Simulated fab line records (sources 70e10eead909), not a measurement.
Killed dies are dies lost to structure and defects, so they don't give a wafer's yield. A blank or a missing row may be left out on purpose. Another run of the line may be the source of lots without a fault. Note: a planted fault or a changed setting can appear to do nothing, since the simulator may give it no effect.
Which tool was responsible? || flow nand-harc || Sampling: 12 lots, 36 wafers, 4 of 1302 route steps

== WHAT THE GAUGES SHOWED, per wafer ==
Not one reading of a measure or inspect step in the record can be checked against a usual standard deviation.

== TOOL THAT RAN EACH LOT (tool first, then ch and the chambers of the sampled wafers, then the start) ==
{"lot": "L662", "NHARC_A_CONTACT_ETCH_50": "rie-diel-10 ch 2,3, day 22 05:58 or earlier", "NHARC_A_CONTACT_ETCH_51": "rie-diel-10 ch 1,2, day 22 05:58", "NHARC_A_CONTACT_ETCH_118": "har-cap-etch-02 ch 0,1, day 22 09:06", "NHARC_A_CONTACT_ETCH_121": "har-cap-etch-02 ch 0,1, day 22 09:37"}
{"lot": "L663", "NHARC_A_CONTACT_ETCH_50": "rie-diel-12 ch 0,2, day 22 16:35 or earlier", "NHARC_A_CONTACT_ETCH_51": "rie-diel-12 ch 0,2, day 22 16:35", "NHARC_A_CONTACT_ETCH_118": "har-cap-etch-02 ch 0,1, day 22 18:54", "NHARC_A_CONTACT_ETCH_121": "har-cap-etch-02 ch 0,1, day 22 19:25"}
{"lot": "L661", "NHARC_A_CONTACT_ETCH_50": "rie-diel-10 ch 0,1,2, day 22 16:33 or earlier", "NHARC_A_CONTACT_ETCH_51": "rie-diel-10 ch 0,2,3, day 22 16:33", "NHARC_A_CONTACT_ETCH_118": "har-cap-etch-01 ch 0,1, day 22 19:01", "NHARC_A_CONTACT_ETCH_121": "har-cap-etch-01 ch 0,1, day 22 19:32"}
{"lot": "L664", "NHARC_A_CONTACT_ETCH_50": "rie-diel-10 ch 0,1,3, day 24 04:14 or earlier", "NHARC_A_CONTACT_ETCH_51": "rie-diel-10 ch 1,2, day 24 04:14", "NHARC_A_CONTACT_ETCH_118": "har-cap-etch-02 ch 0,1, day 24 06:35", "NHARC_A_CONTACT_ETCH_121": "har-cap-etch-02 ch 0,1, day 24 07:06"}
{"lot": "L666", "NHARC_A_CONTACT_ETCH_50": "rie-diel-10 ch 0,2,3, day 24 18:16 or earlier", "NHARC_A_CONTACT_ETCH_51": "rie-diel-10 ch 0,2, day 24 18:16", "NHARC_A_CONTACT_ETCH_118": "har-cap-etch-02 ch 0,1, day 24 20:46", "NHARC_A_CONTACT_ETCH_121": "har-cap-etch-02 ch 0,1, day 24 21:17"}
{"lot": "L668", "NHARC_A_CONTACT_ETCH_50": "rie-diel-13 ch 2,3, day 26 03:09 or earlier", "NHARC_A_CONTACT_ETCH_51": "rie-diel-13 ch 1,2, day 26 03:09", "NHARC_A_CONTACT_ETCH_118": "har-cap-etch-01 ch 0,1, day 26 05:26", "NHARC_A_CONTACT_ETCH_121": "har-cap-etch-01 ch 0,1, day 26 05:57"}
{"lot": "L674", "NHARC_A_CONTACT_ETCH_50": "rie-diel-10 ch 0,3, day 28 03:46 or earlier", "NHARC_A_CONTACT_ETCH_51": "rie-diel-10 ch 0,2,3, day 28 03:46", "NHARC_A_CONTACT_ETCH_118": "har-cap-etch-02 ch 0,1, day 28 05:54", "NHARC_A_CONTACT_ETCH_121": "har-cap-etch-02 ch 0,1, day 28 06:25"}
{"lot": "L677", "NHARC_A_CONTACT_ETCH_50": "rie-diel-10 ch 0,1,3, day 28 13:51 or earlier", "NHARC_A_CONTACT_ETCH_51": "rie-diel-10 ch 1,2, day 28 13:51", "NHARC_A_CONTACT_ETCH_118": "har-cap-etch-01 ch 0,1, day 28 16:20", "NHARC_A_CONTACT_ETCH_121": "har-cap-etch-01 ch 0,1, day 28 16:51"}
{"lot": "L678", "NHARC_A_CONTACT_ETCH_50": "rie-diel-10 ch 0,2,3, day 29 17:46 or earlier", "NHARC_A_CONTACT_ETCH_51": "rie-diel-10 ch 0,1,2, day 29 17:46", "NHARC_A_CONTACT_ETCH_118": "har-cap-etch-01 ch 0,1, day 29 19:58", "NHARC_A_CONTACT_ETCH_121": "har-cap-etch-01 ch 0,1, day 29 20:28"}
{"lot": "L679", "NHARC_A_CONTACT_ETCH_50": "rie-diel-10 ch 0,1,2, day 30 04:29 or earlier", "NHARC_A_CONTACT_ETCH_51": "rie-diel-10 ch 0,2, day 30 04:29", "NHARC_A_CONTACT_ETCH_118": "har-cap-etch-03 ch 0,1, day 30 06:55", "NHARC_A_CONTACT_ETCH_121": "har-cap-etch-03 ch 0,1, day 30 07:26"}
{"lot": "L681", "NHARC_A_CONTACT_ETCH_50": "rie-diel-12 ch 0,2,3, day 30 06:47 or earlier", "NHARC_A_CONTACT_ETCH_51": "rie-diel-12 ch 0,2,3, day 30 06:47", "NHARC_A_CONTACT_ETCH_118": "har-cap-etch-01 ch 0,1, day 30 08:59", "NHARC_A_CONTACT_ETCH_121": "har-cap-etch-01 ch 0,1, day 30 09:29"}
{"lot": "L680", "NHARC_A_CONTACT_ETCH_50": "rie-diel-10 ch 0,1, day 30 08:47 or earlier", "NHARC_A_CONTACT_ETCH_51": "rie-diel-10 ch 0,1, day 30 08:47", "NHARC_A_CONTACT_ETCH_118": "har-cap-etch-02 ch 0,1, day 30 11:18", "NHARC_A_CONTACT_ETCH_121": "har-cap-etch-02 ch 0,1, day 30 11:49"}
- NHARC_A_CONTACT_ETCH_50: etches the open film in CF4/CHF3, target depth 121 nm, time 60.5 s.
- NHARC_A_CONTACT_ETCH_51: etches the open film in O2/COS, target depth 7000 nm, time 1820 s.
- NHARC_A_CONTACT_ETCH_118: etches the open film in C4F8/O2/Ar, time 190 s, target depth 1850 nm.
- NHARC_A_CONTACT_ETCH_121: etches the open film in C4F8/O2/Ar, time 190 s, target depth 1850 nm.

== AS READ BY THE TOOLS THEMSELVES (means over the sampled wafers that have a number; for cases with no such wafer, the mark the record gives instead) ==
NHARC_A_CONTACT_ETCH_50. Usual: drypump-motor-current-A 6.07 A, standard deviation 0.25; mfc-ar-sccm 0.004 sccm, standard deviation 0.0065; oes-product-au 0.953 a.u., standard deviation 0.022; rf-vpp-V 370.4 V, standard deviation 2; showerhead-plenum-p-Torr 1.57 Torr, standard deviation 0.054; throttle-valve-pct 16.801 %, standard deviation 0.0078.
{"lot": "L662", "tool": "rie-diel-10", "drypump-motor-current-A (A)": 6.10, "mfc-ar-sccm (sccm)": 0.012, "oes-product-au (a.u.)": 0.968, "rf-vpp-V (V)": 369.0, "showerhead-plenum-p-Torr (Torr)": 1.55, "throttle-valve-pct (%)": 16.802, "flag": ""}
{"lot": "L663", "tool": "rie-diel-12", "drypump-motor-current-A (A)": 6.31, "mfc-ar-sccm (sccm)": 0.000, "oes-product-au (a.u.)": 0.974, "rf-vpp-V (V)": 369.9, "showerhead-plenum-p-Torr (Torr)": 1.54, "throttle-valve-pct (%)": 16.809, "flag": ""}
{"lot": "L661", "tool": "rie-diel-10", "drypump-motor-current-A (A)": 6.01, "mfc-ar-sccm (sccm)": 0.006, "oes-product-au (a.u.)": 0.961, "rf-vpp-V (V)": 370.1, "showerhead-plenum-p-Torr (Torr)": 1.57, "throttle-valve-pct (%)": 16.799, "flag": ""}
{"lot": "L664", "tool": "rie-diel-10", "drypump-motor-current-A (A)": 5.88, "mfc-ar-sccm (sccm)": 0.000, "oes-product-au (a.u.)": 0.964, "rf-vpp-V (V)": 369.4, "showerhead-plenum-p-Torr (Torr)": 1.56, "throttle-valve-pct (%)": 16.803, "flag": ""}
{"lot": "L666", "tool": "rie-diel-10", "drypump-motor-current-A (A)": 6.07, "mfc-ar-sccm (sccm)": 0.006, "oes-product-au (a.u.)": 0.978, "rf-vpp-V (V)": 370.2, "showerhead-plenum-p-Torr (Torr)": 1.56, "throttle-valve-pct (%)": 16.802, "flag": ""}
{"lot": "L668", "tool": "rie-diel-13", "drypump-motor-current-A (A)": 6.38, "mfc-ar-sccm (sccm)": 0.004, "oes-product-au (a.u.)": 0.913, "rf-vpp-V (V)": 368.5, "showerhead-plenum-p-Torr (Torr)": 1.52, "throttle-valve-pct (%)": 16.801, "flag": ""}
{"lot": "L674", "tool": "rie-diel-10", "drypump-motor-current-A (A)": 5.92, "mfc-ar-sccm (sccm)": 0.001, "oes-product-au (a.u.)": 0.973, "rf-vpp-V (V)": 369.9, "showerhead-plenum-p-Torr (Torr)": 1.55, "throttle-valve-pct (%)": 16.802, "flag": ""}
{"lot": "L677", "tool": "rie-diel-10", "drypump-motor-current-A (A)": 5.87, "mfc-ar-sccm (sccm)": 0.000, "oes-product-au (a.u.)": 0.960, "rf-vpp-V (V)": 369.8, "showerhead-plenum-p-Torr (Torr)": 1.56, "throttle-valve-pct (%)": 16.801, "flag": ""}
{"lot": "L678", "tool": "rie-diel-10", "drypump-motor-current-A (A)": 6.05, "mfc-ar-sccm (sccm)": 0.006, "oes-product-au (a.u.)": 0.967, "rf-vpp-V (V)": 370.4, "showerhead-plenum-p-Torr (Torr)": 1.56, "throttle-valve-pct (%)": 16.798, "flag": ""}
{"lot": "L679", "tool": "rie-diel-10", "drypump-motor-current-A (A)": 6.02, "mfc-ar-sccm (sccm)": 0.006, "oes-product-au (a.u.)": 0.962, "rf-vpp-V (V)": 370.5, "showerhead-plenum-p-Torr (Torr)": 1.56, "throttle-valve-pct (%)": 16.800, "flag": ""}
{"lot": "L681", "tool": "rie-diel-12", "drypump-motor-current-A (A)": 6.11, "mfc-ar-sccm (sccm)": 0.000, "oes-product-au (a.u.)": 0.915, "rf-vpp-V (V)": 370.2, "showerhead-plenum-p-Torr (Torr)": 1.56, "throttle-valve-pct (%)": 16.799, "flag": ""}
{"lot": "L680", "tool": "rie-diel-10", "drypump-motor-current-A (A)": 5.99, "mfc-ar-sccm (sccm)": 0.000, "oes-product-au (a.u.)": 0.922, "rf-vpp-V (V)": 370.1, "showerhead-plenum-p-Torr (Torr)": 1.58, "throttle-valve-pct (%)": 16.804, "flag": ""}

NHARC_A_CONTACT_ETCH_51. Usual: drypump-motor-current-A is 6.08 A with standard deviation 0.25, mfc-ar-sccm is 0.004 sccm with standard deviation 0.0068, o2-flow-sccm is 400.0 sccm with standard deviation 1.2, oes-product-au is 0.999 a.u. with standard deviation 0.0076, rf-vpp-V is 314.1 V with standard deviation 1.7, showerhead-plenum-p-Torr is 3.12 Torr with standard deviation 0.11, and throttle-valve-pct is 28.330 % with standard deviation 0.0099.
{"lot": "L662", "tool": "rie-diel-10", "drypump-motor-current-A (A)": 5.87, "mfc-ar-sccm (sccm)": 0.006, "o2-flow-sccm (sccm)": 399.3, "oes-product-au (a.u.)": 0.995, "rf-vpp-V (V)": 313.7, "showerhead-plenum-p-Torr (Torr)": 3.08, "throttle-valve-pct (%)": 28.327, "flag": ""}
{"lot": "L663", "tool": "rie-diel-12", "drypump-motor-current-A (A)": 6.25, "mfc-ar-sccm (sccm)": 0.000, "o2-flow-sccm (sccm)": 400.5, "oes-product-au (a.u.)": 0.994, "rf-vpp-V (V)": 313.0, "showerhead-plenum-p-Torr (Torr)": 3.03, "throttle-valve-pct (%)": 28.342, "flag": ""}
{"lot": "L661", "tool": "rie-diel-10", "drypump-motor-current-A (A)": 6.07, "mfc-ar-sccm (sccm)": 0.006, "o2-flow-sccm (sccm)": 400.9, "oes-product-au (a.u.)": 1.000, "rf-vpp-V (V)": 314.3, "showerhead-plenum-p-Torr (Torr)": 3.11, "throttle-valve-pct (%)": 28.336, "flag": ""}
{"lot": "L664", "tool": "rie-diel-10", "drypump-motor-current-A (A)": 6.06, "mfc-ar-sccm (sccm)": 0.011, "o2-flow-sccm (sccm)": 400.4, "oes-product-au (a.u.)": 0.993, "rf-vpp-V (V)": 313.1, "showerhead-plenum-p-Torr (Torr)": 3.07, "throttle-valve-pct (%)": 28.339, "flag": ""}
{"lot": "L666", "tool": "rie-diel-10", "drypump-motor-current-A (A)": 6.23, "mfc-ar-sccm (sccm)": 0.011, "o2-flow-sccm (sccm)": 426.5, "oes-product-au (a.u.)": 1.000, "rf-vpp-V (V)": 314.0, "showerhead-plenum-p-Torr (Torr)": 3.24, "throttle-valve-pct (%)": 29.373, "flag": "OFF"}
{"lot": "L668", "tool": "rie-diel-13", "drypump-motor-current-A (A)": 6.27, "mfc-ar-sccm (sccm)": 0.012, "o2-flow-sccm (sccm)": 400.8, "oes-product-au (a.u.)": 0.999, "rf-vpp-V (V)": 316.3, "showerhead-plenum-p-Torr (Torr)": 3.28, "throttle-valve-pct (%)": 28.345, "flag": ""}
{"lot": "L674", "tool": "rie-diel-10", "drypump-motor-current-A (A)": 6.10, "mfc-ar-sccm (sccm)": 0.006, "o2-flow-sccm (sccm)": 399.4, "oes-product-au (a.u.)": 1.002, "rf-vpp-V (V)": 313.5, "showerhead-plenum-p-Torr (Torr)": 3.10, "throttle-valve-pct (%)": 28.328, "flag": ""}
{"lot": "L677", "tool": "rie-diel-10", "drypump-motor-current-A (A)": 5.90, "mfc-ar-sccm (sccm)": 0.006, "o2-flow-sccm (sccm)": 400.6, "oes-product-au (a.u.)": 0.994, "rf-vpp-V (V)": 313.3, "showerhead-plenum-p-Torr (Torr)": 3.06, "throttle-valve-pct (%)": 28.330, "flag": ""}
{"lot": "L678", "tool": "rie-diel-10", "drypump-motor-current-A (A)": 6.03, "mfc-ar-sccm (sccm)": 0.006, "o2-flow-sccm (sccm)": 400.7, "oes-product-au (a.u.)": 0.991, "rf-vpp-V (V)": 313.2, "showerhead-plenum-p-Torr (Torr)": 3.10, "throttle-valve-pct (%)": 28.324, "flag": ""}
{"lot": "L679", "tool": "rie-diel-10", "drypump-motor-current-A (A)": 6.24, "mfc-ar-sccm (sccm)": 0.011, "o2-flow-sccm (sccm)": 400.4, "oes-product-au (a.u.)": 1.005, "rf-vpp-V (V)": 313.8, "showerhead-plenum-p-Torr (Torr)": 3.10, "throttle-valve-pct (%)": 28.334, "flag": ""}
{"lot": "L681", "tool": "rie-diel-12", "drypump-motor-current-A (A)": 6.14, "mfc-ar-sccm (sccm)": 0.000, "o2-flow-sccm (sccm)": 400.0, "oes-product-au (a.u.)": 0.996, "rf-vpp-V (V)": 313.8, "showerhead-plenum-p-Torr (Torr)": 3.10, "throttle-valve-pct (%)": 28.310, "flag": ""}
{"lot": "L680", "tool": "rie-diel-10", "drypump-motor-current-A (A)": 6.00, "mfc-ar-sccm (sccm)": 0.000, "o2-flow-sccm (sccm)": 399.3, "oes-product-au (a.u.)": 1.005, "rf-vpp-V (V)": 314.0, "showerhead-plenum-p-Torr (Torr)": 3.13, "throttle-valve-pct (%)": 28.337, "flag": ""}

== THE ANSWER, worked out from the rows above alone ==
Rule: a lot counts as off when the mean over its wafers that have a number is more than 3 standard deviations away from the usual mean. Also off: a lot with no number at a reading for which 4 or more lots have one. Any other lot the step has rows for is counted as sound. After the gauges, taken in route order, come the tools' own readings; for these a lot's mean is taken, as printed above. At the first step where some lot is off, the reading lying furthest off is the one used; lots without a number count as furthest.
Off, at NHARC_A_CONTACT_ETCH_51 on throttle-valve-pct: L666.
A tool fits if, at that step or a process step before it, it ran every lot that is off, and no sound lot after the first of them. NHARC_A_CONTACT_ETCH_50: start missing for some lots; hours and lot order therefore follow NHARC_A_CONTACT_ETCH_51. No candidate that was tried fits.

== WHAT THE SIMULATOR PUT IN ==
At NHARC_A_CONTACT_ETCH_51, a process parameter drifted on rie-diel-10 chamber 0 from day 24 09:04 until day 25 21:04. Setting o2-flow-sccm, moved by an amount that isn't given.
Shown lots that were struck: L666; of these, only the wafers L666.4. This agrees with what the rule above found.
